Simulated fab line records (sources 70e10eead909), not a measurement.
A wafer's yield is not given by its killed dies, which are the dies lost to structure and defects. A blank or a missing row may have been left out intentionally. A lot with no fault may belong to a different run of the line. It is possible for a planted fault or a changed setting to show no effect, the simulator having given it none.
Matching of chambers ; flow nand_harc ; NHARC_A_STAIRCASE_DESCUM_219 on rie_diel-06: 4 sister chambers
The step chemistry O2, time 3 s. 22 wafers are shown with their chamber, then 11 later ones without.

## WAFERS WITH THEIR CHAMBER
wafer;chamber;drypump_motor_current_A (A);showerhead_plenum_p_Torr (Torr);oes_product_au (a.u.)
L075.2;3;5.77;2.01;0.976
L075.3;1;6.09;1.92;0.990
L075.4;2;6.06;1.84;1.004
L077.2;1;6.10;1.92;0.984
L077.3;2;6.03;1.84;0.996
L077.5;0;5.41;1.78;0.999
L081.2;1;6.10;1.92;0.993
L081.3;2;6.05;1.84;0.981
L081.5;2;6.05;1.84;0.987
L081.1;0;5.42;1.78;0.999
L081.4;3;5.75;2.01;0.984
L081.6;1;6.06;1.92;0.996
L083.2;3;5.75;2.01;0.982
L083.5;1;6.10;1.92;0.992
L083.6;0;5.43;1.78;1.008
L090.1;2;6.03;1.83;0.986
L090.3;1;6.08;1.91;0.989
L090.5;2;6.04;1.83;0.984
L094.1;2;6.02;1.83;0.985
L094.4;3;5.76;2.00;0.977
L094.6;2;6.03;1.83;0.983
L094.2;1;6.09;1.91;0.986

SIGNATURES, as means of the wafers listed above
reading;chamber 0;chamber 1;chamber 2;chamber 3;scatter within a chamber
drypump_motor_current_A;5.4200;6.0886;6.0388;5.7575;0.013
showerhead_plenum_p_Torr;1.7800;1.9171;1.8350;2.0075;0.00482
oes_product_au;1.00200;0.99000;0.98825;0.97975;0.00589
Rule: a wafer lies at a distance from a chamber equal to the root of the sum of squares, over the readings, of (its reading less the chamber's mean, divided by the reading's scatter). If the next closest chamber is less than 2 further off than the closest, the wafer can't be placed; otherwise it belongs to the closest. The scatter is the square root of a quotient: the sum, over the shown wafers, of each reading's squared deviation from its chamber's mean, divided by wafers minus chambers.

## WAFERS WITH NO CHAMBER GIVEN
wafer;drypump_motor_current_A (A);showerhead_plenum_p_Torr (Torr);oes_product_au (a.u.)
L094.3;5.45;1.77;1.005
L094.5;5.76;2.00;0.980
L093.2;6.05;1.83;0.978
L093.3;5.74;2.00;0.980
L093.4;5.37;1.77;1.001
L093.1;6.08;1.91;0.985
L093.5;5.38;1.77;0.998
L093.6;6.07;1.91;0.988
L095.2;6.08;1.91;1.006
L095.3;5.38;1.77;1.010
L095.6;5.74;2.00;0.988

## THE CHAMBER EACH PASSED THROUGH
wafer;from the rows above;in truth
L094.3;0;0
L094.5;3;3
L093.2;2;2
L093.3;3;3
L093.4;0;0
L093.1;1;1
L093.5;0;0
L093.6;1;1
L095.2;1;1
L095.3;0;0
L095.6;3;3
Correctly placed: 11 of 11. Number that these rows cannot place: 0. 0 placed wrongly.
